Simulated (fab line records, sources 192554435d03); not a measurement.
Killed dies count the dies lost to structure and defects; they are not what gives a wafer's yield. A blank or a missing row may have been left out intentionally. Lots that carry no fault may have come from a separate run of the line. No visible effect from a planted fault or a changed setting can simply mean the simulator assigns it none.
Split-lot study ; flow n5_finfet ; on a route of 1938 steps: 7 lots, 21 wafers read

## ON THE SPLIT
At N5_BEOL_M5_TRENCH_ETCH_37 (etches SiCOH lowk in C4F6/O2, target depth 71.652 nm, time 24.7 s), the setting time_s was moved away from the recipe's 24.7 s on 6 of the 21 wafers read, by -22.0% to +16.6%. The other wafers ran this setting at the recipe's value.

The split's own step is where the reading is taken.

## THE READING
BEOL_M5.feature_depth_nm (the simulator's own value, which no gauge read), in nm, at N5_BEOL_M5_TRENCH_ETCH_37 (etches SiCOH lowk in C4F6/O2, target depth 71.652 nm, time 24.7 s). The file gives no usual value for it. The 15 wafers here that ran the recipe average 72.2 nm, standard deviation 1.5 nm.

wafer;tool, chamber at the split;time_s as run, s;against the recipe;BEOL_M5.feature_depth_nm, nm;against lot-mates on the recipe
L077.2;rie_diel-05, 3;24.7;recipe;71.6;-
L077.4;rie_diel-05, 3;24.7;recipe;71;-
L077.6;rie_diel-05, 1;24.7;recipe;72.8;-
L081.1;rie_diel-03, 1;22.77;-7.8%;65.2;-6.9
L081.2;rie_diel-03, 3;24.7;recipe;72;-
L081.3;rie_diel-03, 0;24.7;recipe;72.2;-
L087.1;rie_diel-05, 1;24.7;recipe;72.2;-
L087.3;rie_diel-05, 2;24.7;recipe;73;-
L087.6;rie_diel-05, 0;19.26;-22.0%;54.8;-17.8
L088.3;rie_diel-04, 0;24.7;recipe;70.4;-
L088.4;rie_diel-04, 1;20.14;-18.5%;56.6;-14.3
L088.5;rie_diel-04, 0;24.7;recipe;71.4;-
L089.2;rie_diel-04, 2;24.7;recipe;70.8;-
L089.3;rie_diel-04, 0;24.7;recipe;71.6;-
L089.4;rie_diel-04, 3;24.7;recipe;70.4;-
L094.2;rie_diel-03, 2;24.7;recipe;75.4;-
L094.5;rie_diel-03, 2;24.7;recipe;75.4;-
L094.6;rie_diel-03, 1;28.81;+16.6%;82;+6.6
L097.1;rie_diel-03, 2;22.19;-10.2%;66.4;-5.8
L097.2;rie_diel-03, 3;24.7;recipe;72.2;-
L097.3;rie_diel-03, 1;22.19;-10.2%;63;-9.2

FIT RESULTS
A straight line over all 21 wafers: BEOL_M5.feature_depth_nm changes by +0.747 nm for each +1% of time_s; r = +0.97; the points scatter about the line by 1.6 nm.
The same after taking each lot's own level away (the mean of its wafers on the recipe; 21 wafers): +0.688 nm for each +1%; r = +0.97; scatter 1.4 nm.
The reading moves by 15 nm for the largest change in time_s, on that fit.
The lots' own levels span 70.90 to 75.40 nm, that is 3.0 times the standard deviation above.
Hence the lot-to-lot level has little effect on the slope; both slopes agree.
Check: with one of the wafers moved furthest among these (-22.0%) left out of the fit, the line predicts -14.6 nm for it against its lot-mates. It came out at -17.8 nm against them.

## ADDITIONAL SPLITS CARRIED BY THESE WAFERS
These wafers also went through other splits before the reading. Each is held against what the fit with the lots' levels taken away leaves over:
other split on the same wafers;wafers away from the commonest value;r with BEOL_M5.feature_depth_nm (lot level and that fit taken away)
N5_BEOL_M1_COAT_05 spin_rpm;8;+0.12
N5_BEOL_M3_COAT_67 spin_rpm;9;+0.21
N5_BEOL_M3_EXPOSE_25 dose_mj;5;-0.18
N5_BEOL_M4_ETCH_64 bias_w;5;+0.03
N5_BEOL_M4_COAT_67 spin_rpm;8;-0.04

## THE WHOLE CHAIN: every reading that the file lists as answering this split, in the file's order
step;what it does;reading;change (the file's fit);r (the file's)
N5_BEOL_M5_TRENCH_ETCH_37;etches SiCOH lowk in C4F6/O2, target depth 71.652 nm, time 24.7 s;etch.depth_nm (the simulator's own value, which no gauge read);+0.708 nm for each +1% of the setting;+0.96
N5_BEOL_M5_TRENCH_ETCH_37;etches SiCOH lowk in C4F6/O2, target depth 71.652 nm, time 24.7 s;BEOL_M5.feature_depth_nm (the simulator's own value, which no gauge read);+0.707 nm for each +1% of the setting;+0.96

## THE FILE'S OWN FIT
BEOL_M5.feature_depth_nm changes by +0.707 nm for each +1% of time_s, r = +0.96.
